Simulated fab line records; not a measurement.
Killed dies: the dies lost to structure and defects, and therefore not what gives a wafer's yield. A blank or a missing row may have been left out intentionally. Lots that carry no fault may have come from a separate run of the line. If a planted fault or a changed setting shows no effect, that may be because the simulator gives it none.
Chamber matching | flow n5_finfet | rie_diel-06 running N5_GATE_CUT_HM_OPEN_40: 4 sister chambers
The step chemistry C4F6/O2, target SiO2, target depth 139 nm, time 85.1 s. 20 wafers are shown with their chamber, then 10 later ones without.

== WAFERS WITH THEIR CHAMBER ==
wafer  | chamber | showerhead_plenum_p_Torr (Torr) | drypump_motor_current_A (A) | rf_vpp_V (V)
L079.2 | 2       | 2.94                            | 5.2                         | 635
L079.3 | 1       | 2.91                            | 5.5                         | 660
L079.4 | 0       | 2.86                            | 6.3                         | 649
L080.2 | 0       | 2.86                            | 6.3                         | 649
L080.3 | 2       | 2.94                            | 5.2                         | 634
L080.5 | 3       | 2.79                            | 5.4                         | 677
L084.2 | 2       | 2.94                            | 5.2                         | 635
L084.4 | 1       | 2.91                            | 5.5                         | 660
L084.5 | 2       | 2.94                            | 5.2                         | 636
L086.3 | 3       | 2.79                            | 5.4                         | 678
L086.4 | 2       | 2.94                            | 5.2                         | 636
L086.5 | 0       | 2.86                            | 6.2                         | 649
L087.2 | 1       | 2.91                            | 5.5                         | 660
L087.3 | 2       | 2.94                            | 5.2                         | 635
L087.5 | 2       | 2.94                            | 5.2                         | 637
L090.2 | 0       | 2.86                            | 6.2                         | 650
L090.4 | 1       | 2.91                            | 5.5                         | 661
L090.5 | 2       | 2.94                            | 5.2                         | 634
L091.1 | 0       | 2.86                            | 6.2                         | 650
L091.2 | 2       | 2.93                            | 5.2                         | 635

SIGNATURES (means of the wafers above)
reading                  | chamber 0 | chamber 1 | chamber 2 | chamber 3 | scatter within a chamber
showerhead_plenum_p_Torr | 2.8600    | 2.9100    | 2.9389    | 2.7900    | 0.00236
drypump_motor_current_A  | 6.240     | 5.500     | 5.200     | 5.400     | 0.0274
rf_vpp_V                 | 649.40    | 660.25    | 635.22    | 677.50    | 0.791
Rule: distance of a wafer from a chamber = root of the sum over the readings of ((wafer's reading minus chamber's mean) / reading's scatter) squared. The wafer belongs to the nearest chamber; if the next one is less than 2 further off, it can't be placed. The scatter is the square root of a quotient: the sum, over the shown wafers, of each reading's squared deviation from its chamber's mean, divided by wafers minus chambers.

== WAFERS WITHOUT THEIR CHAMBER ==
wafer  | showerhead_plenum_p_Torr (Torr) | drypump_motor_current_A (A) | rf_vpp_V (V)
L091.4 | 2.79                            | 5.4                         | 677
L093.1 | 2.85                            | 6.2                         | 648
L093.5 | 2.90                            | 5.5                         | 659
L093.6 | 2.93                            | 5.1                         | 635
L095.2 | 2.85                            | 6.2                         | 648
L095.3 | 2.93                            | 5.2                         | 635
L095.5 | 2.79                            | 5.4                         | 678
L097.1 | 2.93                            | 5.2                         | 636
L097.2 | 2.90                            | 5.4                         | 661
L097.4 | 2.78                            | 5.4                         | 677

== EACH ONE'S CHAMBER ==
wafer  | from the rows above | in truth
L091.4 | 3                   | 3
L093.1 | 0                   | 0
L093.5 | 1                   | 1
L093.6 | 2                   | 2
L095.2 | 0                   | 0
L095.3 | 2                   | 2
L095.5 | 3                   | 3
L097.1 | 2                   | 2
L097.2 | 1                   | 1
L097.4 | 3                   | 3
Correctly placed: 10 of 10. Can't be placed from these rows: 0. Placed wrongly: 0.
